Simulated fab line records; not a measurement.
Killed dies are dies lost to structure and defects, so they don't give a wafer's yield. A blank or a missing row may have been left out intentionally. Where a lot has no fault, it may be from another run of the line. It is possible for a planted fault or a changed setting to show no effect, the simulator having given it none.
fab line records	flow n5_finfet
record: lots: 10	wafers: 30	last_day: 19
route steps=1938 shown BEOL_M3@1000 BEOL_M4@1023 PASSIVATION@1936
lots that met no fault: taken from a fault-free run of the same line
start_h: hours from the record's opening day to when the first of the lot's shown wafers began	wait_h: hours from the lot's prior step to this one	" identical to the entry in the row above	L1.1+2: a row that stands for several wafers	- either no value or no given start	* or withheld: withheld	< > ~ a bound
route shown NAME@n: a module of which the file shows steps, and the number in the route of the first	usual: the fault-free wafers' mean and standard deviation	same: alike in all rows	chamber/n: place in a boat	sites: each site's reading	_std_site: their standard deviation	_edge_site: mean of outer sites minus mean of inner sites	radius_mm: for every site, how far away it sits from the centre of the wafer	mask NAME#n: copy n	behind: the most recent tool/chamber to have shaped the wafer	hold: why the lot was held/for how many hours/how that ended	device: which transistor (n, p or np) failed to switch	end of line: the route-end tests of the same wafers	step lacking rows: just its recipe	killed: count of dies lost to structure and defects at first sort (not the wafer's yield)	map: dies across one wafer; x = killed, . = not, _ = none there
set.NAME: the run value of the setting; set.NAME@STEP: its run value at that earlier step	model.NAME: the simulator's own value behind a step, which no gauge read
one table for each step of the route and one row for each wafer, over a sample of lots
services: when a tool's chamber went out of use (start_h, in hours from the record's first day, below 0 if earlier), for how many hours, and the reason
== steps ==
step: N5_BEOL_M3_SPUTTER_86
recipe: material: Cu	target_thk_a: 45	temp_c: -20	chamber_pressure_pa: 0.07	power_w: withheld	time_s: 8.29
usual: throttle_valve_pct: 30.2/1.1
lot.wafer	tool	chamber	start_h	wait_h	throttle_valve_pct
L847.1	pvd_sputter-02	-	185.95	0.1	30.7
L847.3	"	-	"	"	28.1
L847.4	"	-	"	"	30.1
L850.3	pvd_sputter-03	-	205.57	0.1	29.3
L850.4	"	-	"	"	30.3
L850.5	"	-	"	"	30.2
L852.1	pvd_sputter-01	-	216.98	0.1	28.2
L852.3	"	-	"	"	31.1
L852.6	"	-	"	"	28.0
L855.1	pvd_sputter-02	-	280.00	0.1	28.1
L855.2	"	-	"	"	31.6
L855.4	"	-	"	"	29.8
L858.3	pvd_sputter-02	-	285.56	0.1	30.7
L858.5	"	-	"	"	30.5
L858.6	"	-	"	"	27.9
L862.3	pvd_sputter-03	-	287.02	0.1	30.3
L862.5	"	-	"	"	29.5
L862.6	"	-	"	"	30.2
L863.1	pvd_sputter-01	-	287.02	0.1	31.3
L863.5	"	-	"	"	28.2
L863.6	"	-	"	"	30.7
L860.3	pvd_sputter-03	-	289.04	0.1	30.2
L860.4	"	-	"	"	29.4
L860.6	"	-	"	"	29.2
L861.1	pvd_sputter-03	-	290.88	0.1	29.5
L861.4	"	-	"	"	30.9
L861.5	"	-	"	"	30.9
L864.4	pvd_sputter-03	-	295.62	0.1	30.4
L864.5	"	-	"	"	29.4
L864.6	"	-	"	"	30.8
step: N5_BEOL_M3_ANNEAL_89
recipe: temp_c: 400	time_s: 240	ambient: vacuum
usual: heater_power_w: 854/73
lot.wafer	tool	chamber	start_h	wait_h	heater_power_w
L847.1	pvd_sputter-02	-	186.25	0.0	852
L847.3	"	-	"	"	898
L847.4	"	-	"	"	790
L850.3	pvd_sputter-03	-	205.89	0.0	932
L850.4	"	-	"	"	767
L850.5	"	-	"	"	770
L852.1	pvd_sputter-01	-	217.28	0.0	731
L852.3	"	-	"	"	863
L852.6	"	-	"	"	716
L855.1	pvd_sputter-02	-	280.30	0.0	925
L855.2	"	-	"	"	774
L855.4	"	-	"	"	787
L858.3	pvd_sputter-02	-	285.86	0.0	868
L858.5	"	-	"	"	866
L858.6	"	-	"	"	887
L862.3	pvd_sputter-03	-	287.32	0.0	763
L862.5	"	-	"	"	926
L862.6	"	-	"	"	769
L863.1	pvd_sputter-01	-	287.32	0.0	866
L863.5	"	-	"	"	709
L863.6	"	-	"	"	814
L860.3	pvd_sputter-03	-	289.34	0.0	755
L860.4	"	-	"	"	946
L860.6	"	-	"	"	908
L861.1	pvd_sputter-03	-	291.18	0.0	914
L861.4	"	-	"	"	927
L861.5	"	-	"	"	934
L864.4	pvd_sputter-03	-	295.92	0.0	774
L864.5	"	-	"	"	906
L864.6	"	-	"	"	928
step: N5_BEOL_M3_RS_MEAS_58
recipe: thk_meas_gauge: four-point-probe	reads: Co_of_BEOL_M3_CO_CAP_55+Cu_of_BEOL_M3_ECD_50+Co_of_BEOL_M3_CVD_47+TaN_of_BEOL_M3_ALD_84
usual: M3_RS: 0.66/0.031
lot.wafer	tool	chamber	start_h	wait_h	M3_RS[ohm/sq]
L847.1	film_metro-01	-	188.18	0.0	0.67
L847.3	"	-	"	"	0.68
L847.4	"	-	"	"	0.66
L850.3	film_metro-02	-	207.84	0.1	0.68
L850.4	"	-	"	"	0.64
L850.5	"	-	"	"	0.62
L852.1	film_metro-01	-	219.67	0.0	0.67
L852.3	"	-	"	"	0.71
L852.6	"	-	"	"	0.64
L855.1	film_metro-02	-	282.18	0.0	0.66
L855.2	"	-	"	"	0.67
L855.4	"	-	"	"	0.65
L858.3	film_metro-01	-	287.71	0.1	0.66
L858.5	"	-	"	"	0.64
L858.6	"	-	"	"	0.67
L862.3	film_metro-01	-	289.25	0.1	0.73
L862.5	"	-	"	"	0.65
L862.6	"	-	"	"	0.65
L863.1	film_metro-01	-	289.40	0.1	0.71
L863.5	"	-	"	"	0.64
L863.6	"	-	"	"	0.65
L860.3	film_metro-01	-	291.19	0.1	0.67
L860.4	"	-	"	"	0.64
L860.6	"	-	"	"	0.64
L861.1	film_metro-02	-	293.05	0.1	0.72
L861.4	"	-	"	"	0.66
L861.5	"	-	"	"	0.64
L864.4	film_metro-02	-	297.77	0.0	0.63
L864.5	"	-	"	"	0.63
L864.6	"	-	"	"	0.61
step: N5_BEOL_M4_PECVD_72
recipe: material: SiO2	target_thk_a: 160	temp_c: 400	precursor: TEOS/O2	pressure_torr: 5.5	rf_w: 450	teos_flow_sccm: 53.8	gas: O2	flow_sccm: 3000	time_s: 18
usual: chamber_pressure_Torr: 5.500/0.012	heater_power_outer_w: 397/61	heater_power_w: 678/74	showerhead_plenum_p_Torr: 8.76/0.065	throttle_valve_pct: 22.4/1.3
lot.wafer	tool	chamber	start_h	wait_h	chamber_pressure_Torr	heater_power_outer_w	heater_power_w	showerhead_plenum_p_Torr	throttle_valve_pct
L847.1	pecvd-03	0	188.35	0.0	5.536	390	756	8.81	22.6
L847.3	"	1	"	"	5.486	460	701	8.63	20.9
L847.4	"	0	"	"	5.509	391	756	8.76	22.4
L850.3	pecvd-01	1	208.03	0.1	5.493	335	612	8.82	24.0
L850.4	"	0	"	"	5.500	415	689	8.73	23.4
L850.5	"	0	"	"	5.520	433	691	8.76	23.5
L852.1	pecvd-01	1	219.84	0.0	5.490	345	626	8.82	24.0
L852.3	"	0	"	"	5.500	423	692	8.72	23.8
L852.6	"	1	"	"	5.474	357	647	8.81	23.8
L855.1	pecvd-03	1	282.37	0.0	5.485	464	733	8.65	21.3
L855.2	"	0	"	"	5.518	364	752	8.77	22.3
L855.4	"	0	"	"	5.515	376	718	8.78	22.6
L858.3	pecvd-04	1	287.88	0.0	-	-	-	-	-
L858.5	"	0	"	"	-	-	-	-	-
L858.6	"	2	"	"	-	-	-	-	-
L862.3	pecvd-04	0	289.44	0.0	-	-	-	-	-
L862.5	"	0	"	"	-	-	-	-	-
L862.6	"	2	"	"	-	-	-	-	-
L863.1	pecvd-01	1	289.59	0.0	5.500	413	708	8.84	23.8
L863.5	"	1	"	"	5.493	401	710	8.83	24.2
L863.6	"	2	"	"	5.500	341	609	8.78	20.6
L860.3	pecvd-01	1	291.39	0.1	-	-	-	-	-
L860.4	"	2	"	"	-	-	-	-	-
L860.6	"	2	"	"	-	-	-	-	-
L861.1	pecvd-04	1	293.24	0.0	5.500	401	692	8.76	24.4
L861.4	"	1	"	"	5.509	406	711	8.77	24.3
L861.5	"	0	"	"	5.496	344	620	8.80	21.4
L864.4	pecvd-04	1	297.95	0.1	5.507	379	670	8.75	24.2
L864.5	"	2	"	"	5.503	481	795	8.75	21.8
L864.6	"	0	"	"	5.514	294	564	8.78	21.7
step: N5_BEOL_M4_RC_MEAS_101
usual: DIBL_N: 36.3/1.7	DIBL_P: 36.5/2.1	IOFF_N: 0.16/0.03	IOFF_P: 0.22/0.035	ION_N: 675/11	ION_P: 465/7.1	SS_N: 71.5/0.62	SS_P: 73.3/0.64	VT_N: 250/3.1	VT_P: -249.1/3
lot.wafer	tool	chamber	start_h	wait_h	DIBL_N[mV/V]	DIBL_P[mV/V]	IOFF_N[nA/um]	IOFF_P[nA/um]	ION_N[uA/um]	ION_P[uA/um]	SS_N[mV/dec]	SS_P[mV/dec]	VT_N[mV]	VT_P[mV]
L847.1	prober-02	0	200.07	0.0	33.9	33.5	0.11	0.17	670	470	70.8	73.3	255	-255.4
L847.3	"	0	"	"	38.6	38.1	0.20	0.24	680	465	70.9	73.7	249	-248.3
L847.4	"	0	"	"	34.7	34.7	0.13	0.20	672	466	69.8	72.4	253	-250.2
L850.3	prober-02	0	219.44	0.3	38.1	36.5	0.17	0.23	684	472	71.6	73.5	248	-248.6
L850.4	"	0	"	"	35.9	34.8	0.14	0.20	675	468	70.9	72.3	250	-249.5
L850.5	"	0	"	"	36.9	36.1	0.15	0.22	661	462	71.7	73.3	252	-247.4
L852.1	prober-02	0	226.44	0.0	36.7	35.8	0.16	0.22	686	469	71.6	73.4	250	-249.1
L852.3	"	0	"	"	33.5	32.1	0.10	0.16	656	457	70.9	72.8	256	-253.1
L852.6	"	0	"	"	35.0	34.4	0.13	0.19	678	463	71.0	73.4	251	-250.4
L855.1	prober-01	0	297.93	0.0	33.6	33.2	0.13	0.18	654	452	71.5	73.0	251	-250.5
L855.2	"	0	"	"	38.5	38.7	0.22	0.27	687	469	72.2	73.7	245	-247.3
L855.4	"	0	"	"	33.4	33.4	0.12	0.18	657	458	71.7	73.0	253	-251.6
L860.3	prober-02	0	303.65	0.3	37.7	38.0	0.17	0.21	679	457	72.3	73.4	250	-251.3
L860.4	"	0	"	"	37.1	36.4	0.16	0.19	667	447	72.0	72.9	253	-255.7
L860.6	"	0	"	"	35.4	35.3	0.13	0.18	665	458	71.1	73.0	252	-252.1
L861.1	prober-01	0	308.98	0.0	38.4	36.9	0.19	0.25	681	468	72.3	73.4	246	-245.4
L861.4	"	0	"	"	36.6	34.3	0.15	0.21	674	468	71.7	73.4	248	-246.7
L861.5	"	0	"	"	37.4	36.5	0.18	0.24	694	474	71.3	73.3	246	-247.4
L863.1	prober-02	0	312.24	0.0	36.3	37.6	0.16	0.22	682	468	71.6	73.7	251	-250.8
L863.5	"	0	"	"	38.9	40.8	0.22	0.28	684	473	72.1	74.7	246	-246.8
L863.6	"	0	"	"	38.1	39.7	0.20	0.26	709	484	71.6	74.1	245	-246.6
L858.3	prober-01	0	321.85	0.3	35.2	36.0	0.13	0.18	661	457	71.8	72.7	254	-253.5
L858.5	"	0	"	"	33.0	35.1	0.12	0.16	669	457	70.7	71.9	253	-253.4
L858.6	"	0	"	"	36.3	38.6	0.15	0.22	668	466	70.7	73.0	253	-248.7
L862.3	prober-01	0	327.50	0.3	36.0	35.6	0.14	0.19	664	456	71.3	72.3	251	-252.3
L862.5	"	0	"	"	38.9	39.2	0.20	0.25	684	469	72.1	73.7	246	-249.2
L862.6	"	0	"	"	37.3	36.9	0.16	0.21	685	462	71.8	73.2	250	-249.8
L864.4	prober-02	0	332.50	0.5	36.4	38.1	0.16	0.23	671	467	71.5	73.8	252	-246.8
L864.5	"	0	"	"	34.0	35.8	0.13	0.20	686	475	70.5	73.1	253	-248.7
L864.6	"	0	"	"	36.9	38.7	0.19	0.24	691	480	71.2	73.9	245	-246.6
step: N5_PASSIVATION_PROBE_49
usual: defect_limited_yield: 91.2/1.4	killed_at_M0_to_M3: 36/10	killed_at_M4_up: 13/5.1	killed_at_contacts: 12/5.4	killed_at_front_end: 39/11	killed_at_other: 3.5/2.4	killed_dies: 104/17	killed_on_rim: 14/3.8	killed_open: 67/13	killed_short: 36/8.3	sort_bin_5_function: 5.2/0.98	sort_bin_6_memory: 3.3/0.68	sort_n_pass: 1076/17	sort_yield_pct: 91.2/1.4
same: gross_dies: 1180	killed_at_back_side: 0	sort_bin_4_leakage[%]: 0	sort_bin_8_speed[%]: 0
lot.wafer	tool	chamber	start_h	wait_h	defect_limited_yield[%]	killed_at_M0_to_M3	killed_at_M4_up	killed_at_contacts	killed_at_front_end	killed_at_other	killed_dies	killed_on_rim	killed_open	killed_short	sort_bin_5_function[%]	sort_bin_6_memory[%]	sort_n_pass	sort_yield_pct[%]
L847.1	prober-01	-	283.69	0.0	93.3	34	16	5	22	2	79	13	52	26	4.7	1.7	1101	93.3
L847.3	prober-01	-	283.79	0.1	89.4	43	12	6	58	6	125	17	76	49	5.7	4.5	1055	89.4
L847.4	prober-01	-	283.84	0.2	92.5	27	12	9	31	10	89	9	49	40	4.7	2.7	1091	92.5
L850.3	prober-01	-	305.31	0.1	92.8	12	11	6	52	4	85	11	55	30	4.6	2.5	1095	92.8
L850.4	prober-01	-	305.36	0.2	91.4	20	7	15	56	4	102	12	59	43	4.8	3.2	1078	91.4
L850.5	prober-01	-	305.41	0.2	89.7	31	24	16	46	5	122	15	82	40	6.3	3.5	1058	89.7
L852.1	prober-01	-	319.60	0.0	89.6	43	17	24	39	0	123	13	75	48	5.8	4.2	1057	89.6
L852.3	prober-01	-	319.70	0.1	90.4	55	10	13	25	10	113	16	68	45	5.5	3.5	1067	90.4
L852.6	prober-01	-	319.85	0.3	90.6	44	18	13	29	7	111	15	67	42	5.3	3.7	1069	90.6
L855.1	prober-01	-	422.01	0.0	90.8	38	13	10	40	8	109	10	78	30	5.2	3.7	1071	90.8
L855.2	prober-01	-	422.06	0.1	90.8	39	19	8	39	3	108	18	63	43	5.1	3.8	1072	90.8
L855.4	prober-01	-	422.16	0.2	90.0	37	6	14	57	4	118	11	87	28	6.1	3.6	1062	90.0
L860.3	prober-01	-	435.14	0.1	63.8	31	338	11	40	7	427	122	62	35	32.7	3.1	753	63.8
L860.4	prober-01	-	435.19	0.2	64.4	23	338	11	44	4	420	33	70	24	32.0	3.3	760	64.4
L860.6	prober-01	-	435.29	0.3	62.3	24	362	21	36	2	445	29	72	23	34.2	3.3	735	62.3
L863.1	prober-02	-	438.66	0.0	91.2	31	20	9	42	2	104	12	70	33	5.3	3.6	1076	91.2
L863.5	prober-02	-	438.86	0.2	93.2	19	13	12	29	7	80	6	48	31	3.6	2.5	1100	93.2
L863.6	prober-02	-	438.91	0.3	89.9	24	11	16	63	5	119	17	87	32	5.9	4.0	1061	89.9
L861.1	prober-01	-	439.00	0.0	93.6	29	4	9	32	2	76	8	52	23	4.4	1.9	1104	93.6
L861.4	prober-01	-	439.15	0.2	91.9	49	12	7	26	1	95	14	62	29	5.3	2.6	1085	91.9
L861.5	prober-01	-	439.20	0.2	93.3	26	10	4	35	4	79	10	39	37	3.3	3.1	1101	93.3
L858.3	prober-01	-	448.93	0.1	65.3	46	325	11	27	1	410	11	71	25	31.4	3.0	770	65.3
L858.5	prober-01	-	449.03	0.2	61.6	43	343	16	50	1	453	113	81	47	33.5	4.5	727	61.6
L862.3	prober-01	-	450.90	0.1	62.3	52	342	11	40	0	445	108	79	38	33.6	3.8	735	62.3
L862.5	prober-01	-	451.00	0.2	62.7	50	338	7	43	2	440	111	64	36	33.1	3.3	740	62.7
L862.6	prober-01	-	451.05	0.3	64.6	37	335	8	34	4	418	13	55	35	32.4	2.8	762	64.6
L864.4	prober-01	-	458.46	0.2	90.4	27	12	26	39	9	113	19	78	35	5.8	3.4	1067	90.4
L864.5	prober-01	-	458.51	0.2	89.6	48	16	17	40	2	123	11	86	37	5.9	3.8	1057	89.6
L864.6	prober-01	-	458.56	0.3	91.8	30	10	14	40	3	97	17	64	31	4.9	3.1	1083	91.8
killed by level:class
L847.1 BEOL_M4:geometric_particle:open=12 BEOL_M0_SAQP:geometric_particle:short=10 FIN_SAQP:geometric_particle:open=7 BEOL_M0_SAQP:geometric_particle:open=7 BEOL_M0:geometric_particle:open=5 BEOL_M1:geometric_particle:open=5 MOL_CONTACT_COAG:geometric_particle:open=4 STARTING-WAFER:geometric_particle:open=4
L847.3 FIN_SAQP:geometric_particle:short=17 FIN_SAQP:geometric_particle:open=13 BEOL_M0_SAQP:geometric_particle:short=11 STI_FIN_REVEAL:geometric_particle:open=10 BEOL_M3:geometric_particle:open=9 BEOL_M0_SAQP:geometric_particle:open=9 BEOL_M3:geometric_particle:short=5 PAD_METAL:geometric_particle:open=5
L847.4 STI_FIN_REVEAL:geometric_particle:open=10 BEOL_M0_SAQP:geometric_particle:short=10 MOL_CONTACT_COAG:geometric_particle:open=6 FIN_SAQP:geometric_particle:short=5 GATE_CUT:geometric_particle:short=5 BEOL_M0_SAQP:geometric_particle:open=4 BEOL_M4:geometric_particle:open=4 BEOL_M2:geometric_particle:open=4
L850.3 FIN_SAQP:geometric_particle:open=19 FIN_SAQP:geometric_particle:short=13 BEOL_M4:geometric_particle:open=7 DUMMY_GATE:geometric_particle:open=6 MOL_CONTACT_COAG:geometric_particle:open=6 DUMMY_GATE:geometric_particle:short=4 BEOL_M3:geometric_particle:open=4 BEOL_M1:geometric_particle:open=3
L850.4 FIN_SAQP:geometric_particle:short=11 FIN_SAQP:geometric_particle:open=9 ILD0:geometric_particle:short=8 MOL_CONTACT_COAG:geometric_particle:open=8 BEOL_M1:geometric_particle:open=8 MOL_CONTACT_COAG:geometric_particle:short=7 ILD0:geometric_particle:open=6 BEOL_M3:geometric_particle:open=6
L850.5 FIN_SAQP:geometric_particle:open=17 FIN_SAQP:geometric_particle:short=12 MOL_CONTACT_COAG:geometric_particle:open=12 BEOL_M4:geometric_particle:open=11 BEOL_M0_SAQP:geometric_particle:open=6 BEOL_M3:geometric_particle:open=6 BEOL_M0_SAQP:geometric_particle:short=5 BEOL_M1:geometric_particle:open=5
L852.1 MOL_CONTACT_COAG:geometric_particle:open=21 BEOL_M0_SAQP:geometric_particle:open=19 BEOL_M0_SAQP:geometric_particle:short=13 FIN_SAQP:geometric_particle:short=12 BEOL_M4:geometric_particle:open=7 STARTING-WAFER:geometric_particle:short=5 STI_FIN_REVEAL:geometric_particle:open=4 GATE_CUT:geometric_particle:short=4
L852.3 BEOL_M0_SAQP:geometric_particle:short=25 BEOL_M0_SAQP:geometric_particle:open=23 MOL_CONTACT_COAG:geometric_particle:open=11 FIN_SAQP:geometric_particle:short=6 PAD_METAL:geometric_particle:open=6 FIN_SAQP:geometric_particle:open=4 STI_FIN_REVEAL:geometric_particle:open=4 BEOL_M3:geometric_particle:open=3
L852.6 BEOL_M0_SAQP:geometric_particle:open=12 MOL_CONTACT_COAG:geometric_particle:open=10 BEOL_M0_SAQP:geometric_particle:short=10 FIN_SAQP:geometric_particle:short=7 STI_FIN_REVEAL:geometric_particle:open=7 DUMMY_GATE:geometric_particle:open=5 BEOL_M1:geometric_particle:short=5 BEOL_M1:geometric_particle:open=5
L855.1 STI_FIN_REVEAL:geometric_particle:open=14 BEOL_M0_SAQP:geometric_particle:open=11 MOL_CONTACT_COAG:geometric_particle:open=8 BEOL_M2:geometric_particle:open=8 BEOL_M3:geometric_particle:open=8 BEOL_M0_SAQP:geometric_particle:short=7 BEOL_M4:geometric_particle:open=6 GATE_CUT:geometric_particle:short=5
L855.2 BEOL_M0_SAQP:geometric_particle:short=16 STI_FIN_REVEAL:geometric_particle:open=12 BEOL_M0_SAQP:geometric_particle:open=10 FIN_SAQP:geometric_particle:open=8 BEOL_M4:geometric_particle:short=7 MOL_CONTACT_COAG:geometric_particle:open=6 BEOL_M4:geometric_particle:open=5 DUMMY_GATE:geometric_particle:open=4
L855.4 FIN_SAQP:geometric_particle:open=23 STI_FIN_REVEAL:geometric_particle:open=13 MOL_CONTACT_COAG:geometric_particle:open=11 BEOL_M0_SAQP:geometric_particle:open=9 BEOL_M3:geometric_particle:open=7 BEOL_M1:geometric_particle:open=6 BEOL_M0_SAQP:geometric_particle:short=6 FIN_SAQP:geometric_particle:short=4
L860.3 BEOL_M4:area_pecvd=330 DUMMY_GATE:geometric_particle:open=13 BEOL_M1:geometric_particle:open=9 MOL_CONTACT_COAG:geometric_particle:open=8 BEOL_M0_SAQP:geometric_particle:short=6 FIN_SAQP:geometric_particle:open=5 BEOL_M3:geometric_particle:open=5 STI_FIN_REVEAL:geometric_particle:open=4
L860.4 BEOL_M4:area_pecvd=325 MOL_CONTACT_COAG:geometric_particle:open=11 STI_FIN_REVEAL:geometric_particle:open=11 DUMMY_GATE:geometric_particle:open=11 BEOL_M4:geometric_particle:open=6 FIN_SAQP:geometric_particle:short=5 BEOL_M0_SAQP:geometric_particle:open=5 BEOL_M0_SAQP:geometric_particle:short=4
L860.6 BEOL_M4:area_pecvd=350 MOL_CONTACT_COAG:geometric_particle:open=19 FIN_SAQP:geometric_particle:open=10 STI_FIN_REVEAL:geometric_particle:open=9 BEOL_M1:geometric_particle:open=8 BEOL_M0_SAQP:geometric_particle:open=6 BEOL_M4:geometric_particle:open=6 FIN_SAQP:geometric_particle:short=4
L863.1 STI_FIN_REVEAL:geometric_particle:open=10 FIN_SAQP:geometric_particle:open=9 FIN_SAQP:geometric_particle:short=8 BEOL_M4:geometric_particle:open=8 MOL_CONTACT_COAG:geometric_particle:open=7 BEOL_M2:geometric_particle:open=7 BEOL_M0_SAQP:geometric_particle:open=5 BEOL_M0:geometric_particle:open=4
L863.5 STI_FIN_REVEAL:geometric_particle:open=10 MOL_CONTACT_COAG:geometric_particle:open=10 BEOL_M0_SAQP:geometric_particle:short=6 FIN_SAQP:geometric_particle:open=5 BEOL_M4:geometric_particle:open=5 PAD_METAL:geometric_particle:short=5 DUMMY_GATE:geometric_particle:open=3 BEOL_M0_SAQP:geometric_particle:open=3
L863.6 STI_FIN_REVEAL:geometric_particle:open=41 MOL_CONTACT_COAG:geometric_particle:open=13 BEOL_M4:geometric_particle:open=9 STI_FIN_REVEAL:geometric_particle:short=8 BEOL_M0_SAQP:geometric_particle:open=6 BEOL_M0_SAQP:geometric_particle:short=6 BEOL_M2:geometric_particle:open=4 MIM_TOP:geometric_particle:short=4
L861.1 BEOL_M0_SAQP:geometric_particle:open=11 FIN_SAQP:geometric_particle:open=8 STI_FIN_REVEAL:geometric_particle:open=8 MOL_CONTACT_COAG:geometric_particle:open=8 BEOL_M0_SAQP:geometric_particle:short=8 BEOL_M3:geometric_particle:open=4 FIN_SAQP:geometric_particle:short=3 GATE_CUT:geometric_particle:short=3
L861.4 BEOL_M0_SAQP:geometric_particle:open=8 BEOL_M0_SAQP:geometric_particle:short=8 BEOL_M4:geometric_particle:open=8 BEOL_M1:geometric_particle:open=8 MOL_CONTACT_COAG:geometric_particle:open=6 FIN_SAQP:geometric_particle:open=5 STI_FIN_REVEAL:geometric_particle:open=5 BEOL_M2:geometric_particle:short=5
L861.5 FIN_SAQP:geometric_particle:open=12 BEOL_M0_SAQP:geometric_particle:short=7 BEOL_M3:geometric_particle:short=7 FIN_SAQP:geometric_particle:short=6 BEOL_M0_SAQP:geometric_particle:open=5 STARTING-WAFER:geometric_particle:open=4 GATE_CUT:geometric_particle:short=3 MOL_CONTACT_COAG:geometric_particle:open=3
L858.3 BEOL_M4:area_pecvd=313 BEOL_M0_SAQP:geometric_particle:open=18 BEOL_M0_SAQP:geometric_particle:short=14 STI_FIN_REVEAL:geometric_particle:open=12 MOL_CONTACT_COAG:geometric_particle:open=8 BEOL_M1:geometric_particle:open=7 FIN_SAQP:geometric_particle:open=5 BEOL_M4:geometric_particle:open=5
L858.5 BEOL_M4:area_pecvd=324 MOL_CONTACT_COAG:geometric_particle:open=14 BEOL_M0_SAQP:geometric_particle:short=13 STI_FIN_REVEAL:geometric_particle:open=11 BEOL_M0_SAQP:geometric_particle:open=10 BEOL_M4:geometric_particle:open=10 FIN_SAQP:geometric_particle:open=9 FIN_SAQP:geometric_particle:short=8
L862.3 BEOL_M4:area_pecvd=328 FIN_SAQP:geometric_particle:open=15 BEOL_M0_SAQP:geometric_particle:short=14 BEOL_M0_SAQP:geometric_particle:open=14 BEOL_M2:geometric_particle:open=10 DUMMY_GATE:geometric_particle:open=9 MOL_CONTACT_COAG:geometric_particle:open=9 BEOL_M1:geometric_particle:open=4
L862.5 BEOL_M4:area_pecvd=331 BEOL_M1:geometric_particle:open=12 FIN_SAQP:geometric_particle:open=10 BEOL_M0:geometric_particle:open=9 BEOL_M2:geometric_particle:open=8 HKMG_FIN:area_etch=8 FIN_SAQP:geometric_particle:short=6 MOL_CONTACT_COAG:geometric_particle:open=6
L862.6 BEOL_M4:area_pecvd=328 BEOL_M1:geometric_particle:open=10 FIN_SAQP:geometric_particle:open=9 GATE_CUT:geometric_particle:short=8 BEOL_M0_SAQP:geometric_particle:open=8 FIN_SAQP:geometric_particle:short=5 BEOL_M0_SAQP:geometric_particle:short=5 BEOL_M3:geometric_particle:open=5
L864.4 MOL_CONTACT_COAG:geometric_particle:open=18 FIN_SAQP:geometric_particle:open=11 BEOL_M2:geometric_particle:open=9 MOL_CONTACT_COAG:geometric_particle:short=8 FIN_SAQP:geometric_particle:short=7 BEOL_M3:geometric_particle:open=7 DUMMY_GATE:geometric_particle:open=5 BEOL_M0_SAQP:geometric_particle:open=4
L864.5 MOL_CONTACT_COAG:geometric_particle:open=16 BEOL_M0_SAQP:geometric_particle:short=12 BEOL_M0_SAQP:geometric_particle:open=12 BEOL_M3:geometric_particle:open=12 FIN_SAQP:geometric_particle:short=9 FIN_SAQP:geometric_particle:open=8 DUMMY_GATE:geometric_particle:open=7 BEOL_M2:geometric_particle:open=7
L864.6 MOL_CONTACT_COAG:geometric_particle:open=10 FIN_SAQP:geometric_particle:short=8 DUMMY_GATE:geometric_particle:open=8 BEOL_M2:geometric_particle:open=8 FIN_SAQP:geometric_particle:open=7 STI_FIN_REVEAL:geometric_particle:open=5 BEOL_M2:geometric_particle:short=5 BEOL_M3:geometric_particle:open=5
== services ==
tool	chamber	start_h	hours	kind
pecvd-01	2	202.38	-	clean
pecvd-01	2	202.38	-	consumable_replace:showerhead
pecvd-01	2	202.38	29.0	scheduled_down
pecvd-01	2	202.38	29.0	vent_cycle
pecvd-03	0	216.13	2.1	scheduled_down
pecvd-04	2	254.70	2.1	scheduled_down
pecvd-03	2	275.27	8.4	repair
pecvd-01	2	284.86	2.1	scheduled_down
pecvd-03	2	287.88	5.5	scheduled_down
pecvd-01	0	288.83	5.5	scheduled_down
pecvd-04	-	289.65	1.4	repair
pecvd-01	-	295.24	5.5	pm
== key ==
first_sign: step: N5_BEOL_M4_PECVD_72	reading: tool_record	direction: missing
effect: step: N5_PASSIVATION_PROBE_49	reading: killed_at_M4_up	direction: up	sigmas: 64	usual: 13	struck: 340
more_kills_born_at: N5_BEOL_M4_PECVD_72@pecvd-04: 1618	N5_BEOL_M4_PECVD_72@pecvd-01: 1003
met_at N5_BEOL_M4_PECVD_72
struck_lots L858,L860,L862
rows_end L858.6
not_acting_at N5_BEOL_M3_SPUTTER_86,N5_BEOL_M3_ANNEAL_89,N5_BEOL_M3_RS_MEAS_58
onset_between 219.84 287.88
fault: kind: skipped_step_whole	tool: pecvd-01,pecvd-04	chamber: -	onset_h: 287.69	steps: N5_BEOL_M4_PECVD_72	scope: struck_lots_only
rows_end: these wafers met a further fault down the route, and their rows from its step on are left out
